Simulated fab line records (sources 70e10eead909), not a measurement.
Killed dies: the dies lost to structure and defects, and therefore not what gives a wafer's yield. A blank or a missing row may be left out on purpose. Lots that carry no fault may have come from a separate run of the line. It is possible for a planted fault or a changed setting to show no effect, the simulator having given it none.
Chamber matching :: flow nand-harc :: ald-hk-01 running NHARC_A_STAIRCASE_ALD_415: 4 sister chambers
The step deposits SiO2, target thk 30 nm, pulse time 6 s, ald cycles 300. 16 wafers are shown with their chamber, then 8 later ones without.

WAFERS, EACH WITH ITS CHAMBER
wafer: L076.3
chamber: 1
heater-power-w (W): 497
precursor-pulse-height-rel: 0.992

wafer: L076.4
chamber: 0
heater-power-w (W): 430
precursor-pulse-height-rel: 0.973

wafer: L076.6
chamber: 3
heater-power-w (W): 404
precursor-pulse-height-rel: 0.979

wafer: L080.3
chamber: 1
heater-power-w (W): 503
precursor-pulse-height-rel: 0.973

wafer: L080.5
chamber: 2
heater-power-w (W): 439
precursor-pulse-height-rel: 1.016

wafer: L080.6
chamber: 1
heater-power-w (W): 500
precursor-pulse-height-rel: 0.976

wafer: L081.2
chamber: 0
heater-power-w (W): 433
precursor-pulse-height-rel: 0.996

wafer: L081.3
chamber: 2
heater-power-w (W): 435
precursor-pulse-height-rel: 0.974

wafer: L081.5
chamber: 0
heater-power-w (W): 432
precursor-pulse-height-rel: 1.027

wafer: L093.2
chamber: 0
heater-power-w (W): 431
precursor-pulse-height-rel: 1.001

wafer: L093.3
chamber: 1
heater-power-w (W): 514
precursor-pulse-height-rel: 1.010

wafer: L093.6
chamber: 0
heater-power-w (W): 449
precursor-pulse-height-rel: 1.005

wafer: L091.1
chamber: 1
heater-power-w (W): 497
precursor-pulse-height-rel: 1.007

wafer: L091.4
chamber: 2
heater-power-w (W): 451
precursor-pulse-height-rel: 1.005

wafer: L091.5
chamber: 1
heater-power-w (W): 503
precursor-pulse-height-rel: 1.004

wafer: L096.3
chamber: 1
heater-power-w (W): 509
precursor-pulse-height-rel: 0.986

SIGNATURES (means of the wafers above)
reading: heater-power-w
chamber 0: 435.00
chamber 1: 503.29
chamber 2: 441.67
chamber 3: 404.00
scatter within a chamber: 7.22

reading: precursor-pulse-height-rel
chamber 0: 1.00040
chamber 1: 0.99257
chamber 2: 0.99833
chamber 3: 0.97900
scatter within a chamber: 0.0178
Rule: a wafer lies at a distance from a chamber equal to the root of the sum of squares, over the readings, of (its reading less the chamber's mean, divided by the reading's scatter). The wafer belongs to the nearest chamber; if the next one is less than 2 further off, it can't be placed. The scatter: take each reading less its chamber's mean, square it, sum over the shown wafers, divide by the number of wafers less the number of chambers, and take the root.

WAFERS WITHOUT THEIR CHAMBER
wafer: L096.4
heater-power-w (W): 435
precursor-pulse-height-rel: 0.941

wafer: L096.5
heater-power-w (W): 505
precursor-pulse-height-rel: 1.004

wafer: L097.3
heater-power-w (W): 439
precursor-pulse-height-rel: 1.028

wafer: L097.4
heater-power-w (W): 456
precursor-pulse-height-rel: 0.970

wafer: L097.6
heater-power-w (W): 444
precursor-pulse-height-rel: 0.946

wafer: L097.1
heater-power-w (W): 395
precursor-pulse-height-rel: 0.991

wafer: L097.2
heater-power-w (W): 510
precursor-pulse-height-rel: 1.025

wafer: L097.5
heater-power-w (W): 397
precursor-pulse-height-rel: 0.993

CHAMBER TAKEN BY EACH
wafer: L096.4
from the rows above: can't be placed: 0 or 2 or 3
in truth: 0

wafer: L096.5
from the rows above: 1
in truth: 1

wafer: L097.3
from the rows above: can't be placed: 0 or 2
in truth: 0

wafer: L097.4
from the rows above: can't be placed: 2 or 0
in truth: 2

wafer: L097.6
from the rows above: can't be placed: 2 or 0
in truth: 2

wafer: L097.1
from the rows above: 3
in truth: 3

wafer: L097.2
from the rows above: 1
in truth: 1

wafer: L097.5
from the rows above: 3
in truth: 3
Correctly placed: 4 of 8. Can't be placed from these rows: 4 (the true chamber is among the candidates in 4). Wrongly placed: 0.
